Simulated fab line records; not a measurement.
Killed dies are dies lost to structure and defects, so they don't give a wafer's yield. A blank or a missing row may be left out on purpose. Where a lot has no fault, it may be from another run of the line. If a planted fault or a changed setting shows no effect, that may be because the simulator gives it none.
Chamber matching | flow n5-finfet | N5_MOL_CONTACT_COAG_ETCH_90 on rie-diel-04: 4 sister chambers
The step etches SiARC in CF4, target depth 13 nm, time 21.7 s. 16 wafers are shown with their chamber, then 8 later ones without.

## WAFERS, EACH WITH ITS CHAMBER
wafer  | chamber | drypump-motor-current-A (A) | showerhead-plenum-p-Torr (Torr) | throttle-valve-pct (%)
L074.3 | 3       | 5.7                         | 2.19                            | 15.68
L074.4 | 1       | 6.3                         | 2.18                            | 15.48
L074.5 | 1       | 6.3                         | 2.18                            | 15.46
L076.2 | 0       | 5.1                         | 2.11                            | 15.87
L076.5 | 3       | 5.7                         | 2.20                            | 15.67
L076.6 | 0       | 5.1                         | 2.11                            | 15.87
L080.2 | 1       | 6.3                         | 2.18                            | 15.48
L080.4 | 3       | 5.7                         | 2.19                            | 15.71
L080.5 | 2       | 5.7                         | 2.17                            | 15.47
L087.1 | 3       | 5.6                         | 2.19                            | 15.72
L087.2 | 1       | 6.3                         | 2.18                            | 15.50
L087.6 | 1       | 6.3                         | 2.17                            | 15.52
L088.1 | 0       | 5.1                         | 2.10                            | 15.93
L088.5 | 3       | 5.6                         | 2.19                            | 15.71
L088.6 | 0       | 5.1                         | 2.10                            | 15.92
L089.1 | 2       | 5.7                         | 2.17                            | 15.50

SIGNATURES (means of the wafers above)
reading                  | chamber 0 | chamber 1 | chamber 2 | chamber 3 | scatter within a chamber
drypump-motor-current-A  | 5.100     | 6.300     | 5.700     | 5.660     | 0.0316
showerhead-plenum-p-Torr | 2.1050    | 2.1780    | 2.1700    | 2.1920    | 0.00465
throttle-valve-pct       | 15.8975   | 15.4880   | 15.4850   | 15.6980   | 0.025
Rule: for each reading, subtract the chamber's mean from the wafer's reading, divide by that reading's scatter and square the result; add these up over the readings and take the root, which gives the wafer's distance from the chamber. The wafer belongs to the nearest chamber; if the next one is less than 2 further off, it can't be placed. How the scatter is found: for the shown wafers, subtract from each reading the mean of its chamber, square and add these, divide the total by (wafers less chambers), then take the root.

## WAFERS WITH NO CHAMBER GIVEN
wafer  | drypump-motor-current-A (A) | showerhead-plenum-p-Torr (Torr) | throttle-valve-pct (%)
L089.2 | 5.7                         | 2.18                            | 15.72
L089.5 | 5.6                         | 2.19                            | 15.72
L091.3 | 6.3                         | 2.17                            | 15.54
L091.4 | 5.7                         | 2.17                            | 15.52
L091.6 | 6.3                         | 2.17                            | 15.55
L094.1 | 5.7                         | 2.18                            | 15.75
L094.3 | 5.7                         | 2.16                            | 15.52
L094.4 | 5.7                         | 2.18                            | 15.76

## EACH ONE'S CHAMBER
wafer  | from the rows above | in truth
L089.2 | 3                   | 3
L089.5 | 3                   | 3
L091.3 | 1                   | 1
L091.4 | 2                   | 2
L091.6 | 1                   | 1
L094.1 | 3                   | 3
L094.3 | 2                   | 2
L094.4 | 3                   | 3
Correctly placed: 8 of 8. Left unplaced by these rows: 0. Placed wrongly: 0.
